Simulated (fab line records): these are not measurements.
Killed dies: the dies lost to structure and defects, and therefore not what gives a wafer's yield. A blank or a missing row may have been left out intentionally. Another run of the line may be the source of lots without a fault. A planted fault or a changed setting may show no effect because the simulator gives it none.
Split-lot experiment || flow n5_finfet || 21 wafers read from 7 lots, route of 1938 steps

== THE SPLIT ==
At N5_BEOL_M2_ETCH_69 (etches SiARC in CF4, target depth 15.6 nm, time 26 s), the setting bias_w was moved away from the recipe's 36 W on 8 of the 21 wafers read, by -17.2% to +12.9%. For the rest of the wafers, this setting stayed at what the recipe calls for.

The reading is taken at the split's own step.

== THE READING ==
rf_vpp_V, in V, at N5_BEOL_M2_ETCH_69 (etches SiARC in CF4, target depth 15.6 nm, time 26 s). A value of 184.3 V with a standard deviation of 1.1 V is what fault-free wafers of this fab line usually give.

{"wafer": "L074.1", "tool, chamber at the split": "rie_diel-04, 3", "bias_w as run, W": 40.66, "against the recipe": "+12.9%", "rf_vpp_V, V": 198.9, "against lot-mates on the recipe": "+14.3"}
{"wafer": "L074.4", "tool, chamber at the split": "rie_diel-04, 2", "bias_w as run, W": 40.66, "against the recipe": "+12.9%", "rf_vpp_V, V": 200.1, "against lot-mates on the recipe": "+15.5"}
{"wafer": "L074.5", "tool, chamber at the split": "rie_diel-04, 3", "bias_w as run, W": 36, "against the recipe": "recipe", "rf_vpp_V, V": 184.6, "against lot-mates on the recipe": "-"}
{"wafer": "L077.2", "tool, chamber at the split": "rie_diel-06, 1", "bias_w as run, W": 36, "against the recipe": "recipe", "rf_vpp_V, V": 186.0, "against lot-mates on the recipe": "-"}
{"wafer": "L077.3", "tool, chamber at the split": "rie_diel-06, 0", "bias_w as run, W": 36, "against the recipe": "recipe", "rf_vpp_V, V": 183.2, "against lot-mates on the recipe": "-"}
{"wafer": "L077.4", "tool, chamber at the split": "rie_diel-06, 3", "bias_w as run, W": 36, "against the recipe": "recipe", "rf_vpp_V, V": 185.1, "against lot-mates on the recipe": "-"}
{"wafer": "L084.1", "tool, chamber at the split": "rie_diel-05, 2", "bias_w as run, W": 30.26, "against the recipe": "-15.9%", "rf_vpp_V, V": 164.6, "against lot-mates on the recipe": -20.3}
{"wafer": "L084.2", "tool, chamber at the split": "rie_diel-05, 0", "bias_w as run, W": 36, "against the recipe": "recipe", "rf_vpp_V, V": 184.9, "against lot-mates on the recipe": "-"}
{"wafer": "L084.5", "tool, chamber at the split": "rie_diel-05, 2", "bias_w as run, W": 30.26, "against the recipe": "-15.9%", "rf_vpp_V, V": 164.5, "against lot-mates on the recipe": -20.4}
{"wafer": "L085.1", "tool, chamber at the split": "rie_diel-06, 1", "bias_w as run, W": 29.82, "against the recipe": "-17.2%", "rf_vpp_V, V": 163.5, "against lot-mates on the recipe": -18.4}
{"wafer": "L085.2", "tool, chamber at the split": "rie_diel-06, 0", "bias_w as run, W": 29.82, "against the recipe": "-17.2%", "rf_vpp_V, V": 164.0, "against lot-mates on the recipe": -17.9}
{"wafer": "L085.4", "tool, chamber at the split": "rie_diel-06, 3", "bias_w as run, W": 36, "against the recipe": "recipe", "rf_vpp_V, V": 181.9, "against lot-mates on the recipe": "-"}
{"wafer": "L086.1", "tool, chamber at the split": "rie_diel-04, 0", "bias_w as run, W": 36, "against the recipe": "recipe", "rf_vpp_V, V": 184.5, "against lot-mates on the recipe": "-"}
{"wafer": "L086.3", "tool, chamber at the split": "rie_diel-04, 3", "bias_w as run, W": 36, "against the recipe": "recipe", "rf_vpp_V, V": 185.4, "against lot-mates on the recipe": "-"}
{"wafer": "L086.6", "tool, chamber at the split": "rie_diel-04, 3", "bias_w as run, W": 36, "against the recipe": "recipe", "rf_vpp_V, V": 182.8, "against lot-mates on the recipe": "-"}
{"wafer": "L087.1", "tool, chamber at the split": "rie_diel-06, 1", "bias_w as run, W": 39.33, "against the recipe": "+9.3%", "rf_vpp_V, V": 195.2, "against lot-mates on the recipe": "+10.5"}
{"wafer": "L087.2", "tool, chamber at the split": "rie_diel-06, 3", "bias_w as run, W": 36, "against the recipe": "recipe", "rf_vpp_V, V": 184.7, "against lot-mates on the recipe": "-"}
{"wafer": "L087.5", "tool, chamber at the split": "rie_diel-06, 3", "bias_w as run, W": 39.33, "against the recipe": "+9.3%", "rf_vpp_V, V": 193.6, "against lot-mates on the recipe": "+8.9"}
{"wafer": "L093.3", "tool, chamber at the split": "rie_diel-05, 1", "bias_w as run, W": 36, "against the recipe": "recipe", "rf_vpp_V, V": 185.1, "against lot-mates on the recipe": "-"}
{"wafer": "L093.4", "tool, chamber at the split": "rie_diel-05, 2", "bias_w as run, W": 36, "against the recipe": "recipe", "rf_vpp_V, V": 185.0, "against lot-mates on the recipe": "-"}
{"wafer": "L093.6", "tool, chamber at the split": "rie_diel-05, 1", "bias_w as run, W": 36, "against the recipe": "recipe", "rf_vpp_V, V": 185.0, "against lot-mates on the recipe": "-"}

FIT RESULTS
A straight line over all 21 wafers: rf_vpp_V changes by +1.19 V for each +1% of bias_w; r = +1.00; the points scatter about the line by 1.1 V.
The same after taking each lot's own level away (the mean of its wafers on the recipe; 21 wafers): +1.14 V for each +1%; r = +0.99; scatter 1.1 V.
The reading moves by 20 V for the largest change in bias_w, on that fit.
From 181.90 to 185.03 V: that is the span of the lots' own levels, equal to 2.8 times the standard deviation above.
The two slopes agree, so the slope changes little with the lot-to-lot level.
Check: with one of the wafers moved furthest among these (-17.2%) left out of the fit, the line predicts -20.1 V for it against its lot-mates. Against them it came out at -18.4 V.
Tool readings at the split's step, against how far the setting was moved: rf_vpp_V r = +1.00.

== OTHER SPLITS APPLIED TO THESE WAFERS ==
These wafers also went through other splits before the reading. Each is held against what the fit with the lots' levels taken away leaves over:
{"other split on the same wafers": "N5_BEOL_M0_SAQP_EXPOSE_11 dose_mj", "wafers away from the commonest value": 6, "r with rf_vpp_V (lot level and that fit taken away)": -0.21}
{"other split on the same wafers": "N5_BEOL_M0_SAQP_EXPOSE_37 dose_mj", "wafers away from the commonest value": 7, "r with rf_vpp_V (lot level and that fit taken away)": "+0.18"}
{"other split on the same wafers": "N5_BEOL_M0_ETCH_138 source_w", "wafers away from the commonest value": 7, "r with rf_vpp_V (lot level and that fit taken away)": "+0.15"}
{"other split on the same wafers": "N5_BEOL_M0_ETCH_109 bias_w", "wafers away from the commonest value": 5, "r with rf_vpp_V (lot level and that fit taken away)": -0.09}
{"other split on the same wafers": "N5_BEOL_M2_COAT_22 spin_rpm", "wafers away from the commonest value": 8, "r with rf_vpp_V (lot level and that fit taken away)": "+0.52"}

== FILE'S OWN FIT ==
rf_vpp_V changes by +1.14 V for each +1% of bias_w, r = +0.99.
